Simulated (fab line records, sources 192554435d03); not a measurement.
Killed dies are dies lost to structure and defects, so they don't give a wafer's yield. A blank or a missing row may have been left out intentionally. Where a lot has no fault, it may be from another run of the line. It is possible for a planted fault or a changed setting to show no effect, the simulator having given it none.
fab line records    flow n5-finfet    part 1 of 2: steps 1 to 19 of 27
record: lots: 5  wafers: 15  last-day: 18
route steps=1938 shown MOL_CONTACT_COAG@519
lots that met no fault: from a run of the same line without faults
start-h: hours from the record's first day to the start of the lot's first wafer shown    wait-h: hours from the lot's prior step to this one    " same as the row above    L1.1+2: a row that stands for several wafers    - either no value or no given start    * or withheld: withheld    < > ~ a bound
route shown NAME@n: names a module that has steps shown in the file, with the first one's number in the route    usual: mean/standard deviation of fault-free wafers    same: alike in all rows    chamber/n: place in a boat    sites: each site's reading    _std_site: standard deviation of those values    _edge_site: the outer-site mean with the inner-site mean subtracted    radius-mm: for every site, how far away it sits from the centre of the wafer    mask NAME#n: copy n    behind: the tool/chamber that last shaped the wafer    hold: the reason the lot was held/the length of the hold in hours/how it ended    device: transistor that didn't switch, given as n, p or np    end of line: tests of these same wafers at the route's end    a step given without rows: its recipe and nothing more    killed: the dies lost at the first sort to structure and to defects; this is not the yield of the wafer    map: per-die view of a wafer (x killed, . not killed, _ where there is no die)
set.NAME: the setting as run; set.NAME@STEP: as run at that earlier step    model.NAME: the simulator's own value behind a step, which no gauge read
lots at selected steps of the route; one table per step, one row per wafer
services: the hour from which a tool's chamber was out of use, counted from the record's first day as start-h (under 0 if before that day), plus the number of hours and why
== steps ==
step: N5_MOL_CONTACT_COAG_COAT_58
recipe: resist: underlayer  temp-c: 205  time-s: 60  spin-rpm: 1500  resist-thk-nm: 10
usual: chill-plate-temp-C: 22.95/0.1
same: time-s: 60
lot.wafer  tool            chamber  start-h  wait-h  chill-plate-temp-C
L079.1     litho-track-01  0        -        -       22.92
L079.2     "               0        "        "       23.03
L079.5     "               0        "        "       23.08
L083.3     litho-track-02  0        -        -       23.05
L083.5     "               0        "        "       23.01
L083.6     "               0        "        "       23.03
L088.1     litho-track-03  0        -        -       23.02
L088.4     "               0        "        "       23.02
L088.6     "               0        "        "       23.03
L090.2     litho-track-02  0        -        -       22.83
L090.3     "               0        "        "       22.89
L090.6     "               0        "        "       22.90
L095.1     litho-track-02  0        -        -       23.04
L095.5     "               0        "        "       22.87
L095.6     "               0        "        "       23.01
step: N5_MOL_CONTACT_COAG_COAT_02
recipe: resist: CAR-EUV  spin-rpm: 1500  resist-thk-nm: 30
usual: chill-plate-temp-C: 22.99/0.12
lot.wafer  tool            chamber  start-h  wait-h  chill-plate-temp-C
L079.1     litho-track-01  0        -        -       22.87
L079.2     "               0        "        "       23.03
L079.5     "               0        "        "       22.92
L083.3     litho-track-02  0        -        -       23.08
L083.5     "               0        "        "       23.15
L083.6     "               0        "        "       22.86
L088.1     litho-track-03  0        -        -       22.92
L088.4     "               0        "        "       22.94
L088.6     "               0        "        "       22.98
L090.2     litho-track-02  0        -        -       23.02
L090.3     "               0        "        "       22.90
L090.6     "               0        "        "       22.91
L095.1     litho-track-02  0        -        -       23.08
L095.5     "               0        "        "       22.85
L095.6     "               0        "        "       23.04
step: N5_MOL_CONTACT_COAG_EBR_04
recipe: solvent: PGMEA  ebr-width-mm: 1.5
usual: chill-plate-temp-C: 22.98/0.12
lot.wafer  tool            chamber  start-h  wait-h  chill-plate-temp-C
L079.1     litho-track-01  0        -        -       23.02
L079.2     "               0        "        "       23.16
L079.5     "               0        "        "       23.15
L083.3     litho-track-02  0        -        -       22.93
L083.5     "               0        "        "       23.02
L083.6     "               0        "        "       22.88
L088.1     litho-track-03  0        -        -       22.87
L088.4     "               0        "        "       23.04
L088.6     "               0        "        "       22.93
L090.2     litho-track-02  0        -        -       23.07
L090.3     "               0        "        "       23.13
L090.6     "               0        "        "       23.01
L095.1     litho-track-02  0        -        -       22.94
L095.5     "               0        "        "       23.06
L095.6     "               0        "        "       23.20
step: N5_MOL_CONTACT_COAG_SOFTBAKE_03
recipe: temp-c: 110  time-s: 60  resist: CAR-EUV
usual: chill-plate-temp-C: 23.00/0.12
same: time-s: 60
lot.wafer  tool            chamber  start-h  wait-h  chill-plate-temp-C
L079.1     litho-track-01  0        -        -       23.00
L079.2     "               0        "        "       22.87
L079.5     "               0        "        "       23.24
L083.3     litho-track-02  0        -        -       23.08
L083.5     "               0        "        "       23.04
L083.6     "               0        "        "       23.08
L088.1     litho-track-03  0        -        -       22.98
L088.4     "               0        "        "       23.09
L088.6     "               0        "        "       23.08
L090.2     litho-track-02  0        -        -       22.95
L090.3     "               0        "        "       22.97
L090.6     "               0        "        "       22.92
L095.1     litho-track-02  0        -        -       23.06
L095.5     "               0        "        "       23.10
L095.6     "               0        "        "       23.07
step: N5_MOL_CONTACT_COAG_EXPOSE_05
recipe: mask-id: CA  na: 0.33  source-shape: annular  sigma-inner: 0.4  sigma-outer: 0.8  polarization: unpolarized  defocus-nm: 0  dose-mj: 38.25
lot.wafer   tool            chamber  start-h  wait-h  mask
L079.1+2+5  euv-scanner-02  0        121.40   -       CA#0
L083.3+5+6  euv-scanner-02  0        142.19   -       CA#0
L088.1+4+6  euv-scanner-01  0        175.61   -       CA#0
L090.2+3+6  euv-scanner-02  0        181.03   -       CA#0
L095.1+5+6  euv-scanner-02  0        215.78   -       CA#0
step: N5_MOL_CONTACT_COAG_PEB_06
recipe: peb-temp-c: 100  peb-time-s: 60  resist: CAR-EUV
usual: chill-plate-temp-C: 23.03/0.097
lot.wafer  tool            chamber  start-h  wait-h  chill-plate-temp-C
L079.1     litho-track-01  0        121.46   0.1     23.07
L079.2     "               0        "        "       23.00
L079.5     "               0        "        "       23.04
L083.3     litho-track-03  0        142.24   0.0     23.05
L083.5     "               0        "        "       23.00
L083.6     "               0        "        "       23.06
L088.1     litho-track-03  0        175.67   0.1     23.07
L088.4     "               0        "        "       22.92
L088.6     "               0        "        "       23.01
L090.2     litho-track-02  0        181.08   0.0     23.20
L090.3     "               0        "        "       23.15
L090.6     "               0        "        "       23.35
L095.1     litho-track-02  0        215.84   0.1     23.22
L095.5     "               0        "        "       23.07
L095.6     "               0        "        "       23.07
step: N5_MOL_CONTACT_COAG_DEVELOP_07
recipe: develop-time-s: 30  developer: TMAH  resist: CAR-EUV  rinse-liquid: surfactant-rinse  dry: air-spin  dev-temp-c: 23
usual: chill-plate-temp-C: 23.01/0.12
lot.wafer  tool            chamber  start-h  wait-h  chill-plate-temp-C
L079.1     litho-track-01  0        -        -       22.83
L079.2     "               0        "        "       22.82
L079.5     "               0        "        "       22.82
L083.3     litho-track-03  0        -        -       22.95
L083.5     "               0        "        "       23.02
L083.6     "               0        "        "       22.89
L088.1     litho-track-03  0        -        -       23.12
L088.4     "               0        "        "       23.18
L088.6     "               0        "        "       22.95
L090.2     litho-track-02  0        -        -       22.93
L090.3     "               0        "        "       23.04
L090.6     "               0        "        "       22.89
L095.1     litho-track-02  0        -        -       23.08
L095.5     "               0        "        "       22.91
L095.6     "               0        "        "       23.08
step: N5_MOL_CONTACT_COAG_CD_MEAS_08
recipe: target-cd-nm: 28  landing-energy-ev: 500  detector: se-inlens  polarity: opening
usual: cd-nm: 28.00/0.25
lot.wafer  tool       chamber  start-h  wait-h  cd-nm
L079.1     cd-sem-02  0        121.53   -       28.06
L079.2     "          0        "        "       27.95
L079.5     "          0        "        "       27.56
L083.3     cd-sem-02  0        142.31   -       28.32
L083.5     "          0        "        "       28.12
L083.6     "          0        "        "       28.44
L088.1     cd-sem-01  0        175.74   -       28.20
L088.4     "          0        "        "       28.38
L088.6     "          0        "        "       28.01
L090.2     cd-sem-01  0        181.15   -       27.84
L090.3     "          0        "        "       27.96
L090.6     "          0        "        "       27.92
L095.1     cd-sem-03  0        215.91   -       27.42
L095.5     "          0        "        "       27.78
L095.6     "          0        "        "       27.75
step: N5_MOL_CONTACT_COAG_OVL_MEAS_09
recipe: points-per-wafer: 522
usual: CA_OVL: 0.1/0.71
lot.wafer  tool        chamber  start-h  wait-h  CA_OVL[nm]
L079.1     overlay-02  0        121.56   0.0     -1.5
L079.2     "           0        "        "       0.4
L079.5     "           0        "        "       -1.3
L083.3     overlay-01  0        142.34   0.0     -0.3
L083.5     "           0        "        "       -0.4
L083.6     "           0        "        "       -1.1
L088.1     overlay-01  0        175.77   0.0     0.2
L088.4     "           0        "        "       0.3
L088.6     "           0        "        "       0.2
L090.2     overlay-02  0        181.19   0.0     0.3
L090.3     "           0        "        "       -0.1
L090.6     "           0        "        "       0.4
L095.1     overlay-01  0        215.94   0.0     -0.6
L095.5     "           0        "        "       -0.3
L095.6     "           0        "        "       -0.3
step: N5_MOL_CONTACT_COAG_INSPECT_10
recipe: mode: adi  inspect-instrument: brightfield
usual: raw-defect-count: 65/26
lot.wafer  tool               chamber  start-h  wait-h  raw-defect-count
L079.1     defect-inspect-02  -        121.62   0.1     46
L079.2     "                  -        "        "       64
L079.5     "                  -        "        "       74
L083.3     defect-inspect-01  -        142.39   0.0     111
L083.5     "                  -        "        "       61
L083.6     "                  -        "        "       96
L088.1     defect-inspect-02  -        175.83   0.1     50
L088.4     "                  -        "        "       47
L088.6     "                  -        "        "       81
L090.2     defect-inspect-01  -        181.24   0.0     37
L090.3     "                  -        "        "       54
L090.6     "                  -        "        "       89
L095.1     defect-inspect-01  -        216.00   0.1     39
L095.5     "                  -        "        "       36
L095.6     "                  -        "        "       67
step: N5_MOL_CONTACT_COAG_DESCUM_13
recipe: chemistry: O2  time-s: 7  source-power-w: 50  bias-power-w: 20  pressure-mtorr: 20  rf-frequency-hz: 2.712e+07  temp-c: 40  resist: CAR-EUV  o2-flow-sccm: 225
usual: drypump-motor-current-A: 5.6/0.49  oes-product-au: 0.77/0.059  rf-vpp-V: 243.6/1.3  showerhead-plenum-p-Torr: 2.13/0.064  throttle-valve-pct: 20.58/0.24
same: time-s: 7
lot.wafer  tool         chamber  start-h  wait-h  drypump-motor-current-A  oes-product-au  rf-hours-counter-h  rf-vpp-V  showerhead-plenum-p-Torr  throttle-valve-pct
L079.1     rie-diel-01  0        121.66   0.0     6.4                      0.83            80                  243.7     2.11                      20.13
L079.2     "            1        "        "       5.2                      0.90            28                  243.0     2.15                      20.47
L079.5     "            0        "        "       6.4                      0.84            -                   243.2     2.11                      20.13
L083.3     rie-diel-03  3        142.47   0.1     6.3                      0.69            223                 241.4     2.00                      20.79
L083.5     "            3        "        "       6.3                      0.70            -                   242.0     2.00                      20.80
L083.6     "            2        "        "       5.4                      0.78            -                   243.6     2.12                      20.89
L088.1     rie-diel-03  0        175.99   0.2     5.7                      0.76            142                 243.8     2.18                      20.44
L088.4     "            3        "        "       6.3                      0.68            235                 241.1     2.00                      20.81
L088.6     "            2        "        "       5.3                      0.76            -                   244.1     2.12                      20.88
L090.2     rie-diel-03  2        181.41   0.2     5.3                      0.76            119                 242.5     2.12                      20.90
L090.3     "            0        "        "       5.7                      0.74            144                 243.6     2.18                      20.45
L090.6     "            2        "        "       5.3                      0.77            -                   243.7     2.12                      20.91
L095.1     rie-diel-01  3        216.03   0.0     5.3                      0.70            202                 245.4     2.15                      20.34
L095.5     "            1        "        "       5.2                      0.85            -                   244.0     2.14                      20.50
L095.6     "            2        "        "       4.9                      0.72            -                   244.1     2.19                      20.79
step: N5_MOL_CONTACT_COAG_ETCH_59
recipe: chemistry: N2/H2  target: underlayer  target-depth-a: 130  mask-material: CAR-EUV  time-s: 10.4  ion-energy-ev: 200  pressure-mtorr: 30  source-w: 840  bias-w: 150  n2-flow-sccm: 200  h2-flow-sccm: 200  ends: cleared
usual: drypump-motor-current-A: 5.6/0.49  etch-rf-on-time-s: 10.39/0.24  oes-product-au: 0.66/0.046  rf-vpp-V: 524.7/2.4  showerhead-plenum-p-Torr: 2.58/0.082  throttle-valve-pct: 17.96/0.12
lot.wafer  tool         chamber  start-h  wait-h  drypump-motor-current-A  etch-rf-on-time-s  oes-product-au  rf-hours-counter-h  rf-vpp-V  showerhead-plenum-p-Torr  throttle-valve-pct
L079.1     rie-diel-01  0        121.69   0.0     6.4                      10.58              0.70            80                  524.5     2.59                      17.78
L079.2     "            1        "        "       5.2                      10.16              0.77            28                  524.3     2.60                      17.75
L079.5     "            0        "        "       6.3                      10.65              0.69            -                   523.8     2.59                      17.78
L083.3     rie-diel-03  3        142.51   0.0     6.4                      10.23              0.59            223                 519.5     2.42                      18.16
L083.5     "            3        "        "       6.3                      10.24              0.60            -                   519.8     2.42                      18.18
L083.6     "            2        "        "       5.3                      10.67              0.66            -                   523.4     2.55                      18.04
L088.1     rie-diel-03  0        176.02   0.0     5.7                      10.34              0.65            142                 527.3     2.66                      17.98
L088.4     "            3        "        "       6.3                      10.37              0.59            235                 519.7     2.41                      18.20
L088.6     "            2        "        "       5.3                      10.82              0.65            -                   524.1     2.55                      18.05
L090.2     rie-diel-03  2        181.44   0.0     5.3                      10.62              0.64            119                 525.0     2.54                      18.06
L090.3     "            0        "        "       5.7                      10.29              0.65            144                 524.8     2.66                      17.98
L090.6     "            2        "        "       5.3                      10.60              0.65            -                   524.2     2.55                      18.08
L095.1     rie-diel-01  3        216.06   0.0     5.4                      10.41              0.60            202                 526.0     2.63                      17.90
L095.5     "            1        "        "       5.2                      10.45              0.71            -                   523.6     2.58                      17.80
L095.6     "            2        "        "       5.0                      10.38              0.61            -                   527.2     2.61                      18.00
step: N5_MOL_CONTACT_COAG_ETCH_105
recipe: chemistry: CF4  target: SiARC  target-depth-a: 156  mask-material: CAR-EUV  time-s: 26  ion-energy-ev: 80  pressure-mtorr: 40  source-w: 545  bias-w: 36  Ar_flow_sccm: 100  cf4-flow-sccm: 100  ends: cleared
usual: drypump-motor-current-A: 5.6/0.49  etch-rf-on-time-s: 26.0/0.56  oes-product-au: 0.66/0.045  rf-vpp-V: 184.4/1.1  showerhead-plenum-p-Torr: 2.17/0.062  throttle-valve-pct: 15.72/0.2
lot.wafer  tool         chamber  start-h  wait-h  drypump-motor-current-A  etch-rf-on-time-s  oes-product-au  rf-hours-counter-h  rf-vpp-V  showerhead-plenum-p-Torr  throttle-valve-pct
L079.1     rie-diel-01  0        121.71   0.0     6.4                      26.6               0.70            80                  185.0     2.16                      15.37
L079.2     "            1        "        "       5.2                      26.0               0.76            28                  184.3     2.17                      15.39
L079.5     "            0        "        "       6.4                      26.6               0.69            -                   184.1     2.16                      15.37
L083.3     rie-diel-03  3        142.53   0.0     6.3                      25.8               0.60            223                 182.4     2.05                      15.98
L083.5     "            3        "        "       6.3                      25.8               0.60            -                   183.1     2.05                      16.00
L083.6     "            2        "        "       5.3                      26.7               0.66            -                   185.7     2.17                      15.91
L088.1     rie-diel-03  0        176.04   0.0     5.7                      25.3               0.65            142                 183.7     2.22                      15.60
L088.4     "            3        "        "       6.3                      25.6               0.60            235                 183.2     2.05                      16.02
L088.6     "            2        "        "       5.3                      26.3               0.66            -                   185.3     2.16                      15.94
L090.2     rie-diel-03  2        181.46   0.0     5.3                      26.5               0.66            119                 184.7     2.16                      15.95
L090.3     "            0        "        "       5.7                      25.4               0.66            144                 183.8     2.22                      15.61
L090.6     "            2        "        "       5.3                      26.4               0.65            -                   183.6     2.16                      15.94
L095.1     rie-diel-01  3        216.08   0.0     5.3                      25.9               0.60            202                 184.3     2.22                      15.73
L095.5     "            1        "        "       5.2                      25.9               0.71            -                   185.6     2.16                      15.48
L095.6     "            2        "        "       4.9                      25.9               0.62            -                   185.0     2.21                      15.94
step: N5_MOL_CONTACT_COAG_ETCH_106
recipe: chemistry: N2/H2  target: SOC  target-depth-a: 800  overetch-a: 160  mask-material: SiARC  temp-c: 40  time-s: 120  ion-energy-ev: 200  pressure-mtorr: 30  source-w: 840  bias-w: 150  n2-flow-sccm: 200  h2-flow-sccm: 200
usual: drypump-motor-current-A: 5.6/0.49  oes-product-au: 0.69/0.047  rf-vpp-V: 524.7/2.5  showerhead-plenum-p-Torr: 2.58/0.082  throttle-valve-pct: 17.94/0.12
same: time-s: 120
lot.wafer  tool         chamber  start-h  wait-h  drypump-motor-current-A  oes-product-au  rf-hours-counter-h  rf-vpp-V  showerhead-plenum-p-Torr  throttle-valve-pct
L079.1     rie-diel-01  0        121.74   0.0     6.4                      0.74            80                  524.9     2.59                      17.74
L079.2     "            1        "        "       5.2                      0.79            28                  524.9     2.60                      17.71
L079.5     "            0        "        "       6.4                      0.74            -                   525.5     2.59                      17.75
L083.3     rie-diel-03  3        142.56   0.0     6.4                      0.62            223                 520.6     2.42                      18.14
L083.5     "            3        "        "       6.3                      0.62            -                   520.0     2.42                      18.15
L083.6     "            2        "        "       5.3                      0.70            -                   524.4     2.55                      18.01
L088.1     rie-diel-03  0        176.07   0.0     5.7                      0.68            142                 526.4     2.66                      17.95
L088.4     "            3        "        "       6.3                      0.62            235                 520.2     2.42                      18.17
L088.6     "            2        "        "       5.3                      0.69            -                   524.8     2.55                      18.06
L090.2     rie-diel-03  2        181.49   0.0     5.3                      0.69            119                 523.5     2.55                      18.03
L090.3     "            0        "        "       5.7                      0.67            144                 526.3     2.66                      17.94
L090.6     "            2        "        "       5.3                      0.69            -                   524.4     2.54                      18.05
L095.1     rie-diel-01  3        216.11   0.0     5.4                      0.63            202                 526.2     2.63                      17.86
L095.5     "            1        "        "       5.2                      0.74            -                   524.7     2.58                      17.76
L095.6     "            2        "        "       4.9                      0.65            -                   526.2     2.61                      17.96
step: N5_MOL_CONTACT_COAG_STRIP_107
recipe: chemistry: N2/H2  temp-c: 40  n2-flow-sccm: 200  h2-flow-sccm: 200  rf-frequency-hz: 6e+07
lot.wafer   tool         chamber  start-h  wait-h
L079.1+2+5  rie-diel-01  0,1,0    121.82   0.0
L083.3+5+6  rie-diel-03  3,3,2    142.64   0.0
L088.1+4+6  rie-diel-03  0,3,2    176.15   0.0
L090.2+3+6  rie-diel-03  2,0,2    181.57   0.0
L095.1+5+6  rie-diel-01  3,1,2    216.19   0.0
step: N5_MOL_CONTACT_COAG_STRIP_108
recipe: chemistry: N2/H2  temp-c: 40  n2-flow-sccm: 200  h2-flow-sccm: 200  rf-frequency-hz: 6e+07
lot.wafer   tool         chamber  start-h  wait-h
L079.1+2+5  rie-diel-01  0,1,0    121.83   0.0
L083.3+5+6  rie-diel-03  3,3,2    142.65   0.0
L088.1+4+6  rie-diel-03  0,3,2    176.16   0.0
L090.2+3+6  rie-diel-03  2,0,2    181.58   0.0
L095.1+5+6  rie-diel-01  3,1,2    216.20   0.0
step: N5_MOL_CONTACT_COAG_CONTACT_ETCH_14
recipe: chemistry: C4F6/O2  target: SiO2  target-depth-a: 275  overetch-a: 85  mask-material: SOC  pressure-mtorr: 30  source-w: 370  bias-w: 185  Ar_flow_sccm: 300  C4F6_flow_sccm: 16  O2_flow_sccm: 10  time-s: 20  ion-energy-ev: 259.6
usual: drypump-motor-current-A: 5.6/0.49  oes-product-au: 0.66/0.045  rf-vpp-V: 694/3.2  showerhead-plenum-p-Torr: 2.92/0.081  throttle-valve-pct: 21.42/0.22
same: time-s: 20
lot.wafer  tool         chamber  start-h  wait-h  drypump-motor-current-A  oes-product-au  rf-hours-counter-h  rf-vpp-V  showerhead-plenum-p-Torr  throttle-valve-pct
L079.1     rie-diel-01  0        121.84   0.0     6.4                      0.70            80                  694       2.91                      21.06
L079.2     "            1        "        "       5.2                      0.75            28                  695       2.94                      21.22
L079.5     "            0        "        "       6.3                      0.71            -                   694       2.91                      21.07
L083.3     rie-diel-03  3        142.66   0.0     6.3                      0.59            223                 688       2.77                      21.69
L083.5     "            3        "        "       6.3                      0.60            -                   688       2.77                      21.71
L083.6     "            2        "        "       5.3                      0.66            -                   692       2.92                      21.70
L088.1     rie-diel-03  0        176.17   0.0     5.7                      0.64            142                 697       2.98                      21.22
L088.4     "            3        "        "       6.3                      0.59            235                 688       2.76                      21.70
L088.6     "            2        "        "       5.3                      0.66            -                   694       2.91                      21.73
L090.2     rie-diel-03  2        181.59   0.0     5.3                      0.66            119                 693       2.91                      21.71
L090.3     "            0        "        "       5.7                      0.64            144                 697       2.98                      21.24
L090.6     "            2        "        "       5.3                      0.66            -                   693       2.91                      21.75
L095.1     rie-diel-01  3        216.21   0.0     5.3                      0.60            202                 695       2.98                      21.34
L095.5     "            1        "        "       5.3                      0.71            -                   694       2.92                      21.26
L095.6     "            2        "        "       5.0                      0.61            -                   697       2.97                      21.53
step: N5_MOL_CONTACT_COAG_STRIP_109
recipe: chemistry: C4F6/O2  resist: SiARC  rf-frequency-hz: 6e+07
lot.wafer   tool         chamber  start-h  wait-h
L079.1+2+5  rie-diel-01  0,1,0    121.86   0.0
L083.3+5+6  rie-diel-03  3,3,2    142.68   0.0
L088.1+4+6  rie-diel-03  0,3,2    176.20   0.0
L090.2+3+6  rie-diel-03  2,0,2    181.61   0.0
L095.1+5+6  rie-diel-01  3,1,2    216.24   0.0
step: N5_MOL_CONTACT_COAG_ETCH_15
recipe: chemistry: CH3F/O2  target: SiNx  target-depth-a: 70  mask-material: SOC  stop-on: Si:P  over-etch-frac: 0.75  ion-energy-ev: 120  pressure-mtorr: 30  source-w: 395  bias-w: 73  Ar_flow_sccm: 150  CH3F_flow_sccm: 30  O2_flow_sccm: 20
usual: drypump-motor-current-A: 5.6/0.49  oes-product-au: 0.56/0.039  rf-vpp-V: 299/6.6  showerhead-plenum-p-Torr: 2.03/0.059  throttle-valve-pct: 16.46/0.21
lot.wafer  tool         chamber  start-h  wait-h  drypump-motor-current-A  oes-product-au  rf-hours-counter-h  rf-vpp-V  showerhead-plenum-p-Torr  throttle-valve-pct
L079.1     rie-diel-01  0        121.87   0.0     6.4                      0.61            80                  303       2.02                      16.12
L079.2     "            1        "        "       5.2                      0.65            28                  301       2.04                      16.20
L079.5     "            0        "        "       6.4                      0.61            -                   303       2.02                      16.11
L083.3     rie-diel-03  3        142.69   0.0     6.3                      0.51            223                 287       1.92                      16.75
L083.5     "            3        "        "       6.3                      0.51            -                   285       1.92                      16.76
L083.6     "            2        "        "       5.3                      0.57            -                   308       2.03                      16.67
L088.1     rie-diel-03  0        176.21   0.0     5.6                      0.55            142                 297       2.08                      16.31
L088.4     "            3        "        "       6.3                      0.50            235                 284       1.92                      16.77
L088.6     "            2        "        "       5.3                      0.57            -                   307       2.02                      16.69
L090.2     rie-diel-03  2        181.62   0.0     5.3                      0.56            119                 308       2.02                      16.70
L090.3     "            0        "        "       5.7                      0.55            144                 298       2.07                      16.31
L090.6     "            2        "        "       5.3                      0.56            -                   307       2.02                      16.69
L095.1     rie-diel-01  3        216.25   0.0     5.3                      0.51            202                 302       2.07                      16.41
L095.5     "            1        "        "       5.2                      0.61            -                   301       2.03                      16.30
L095.6     "            2        "        "       5.0                      0.53            -                   302       2.07                      16.67
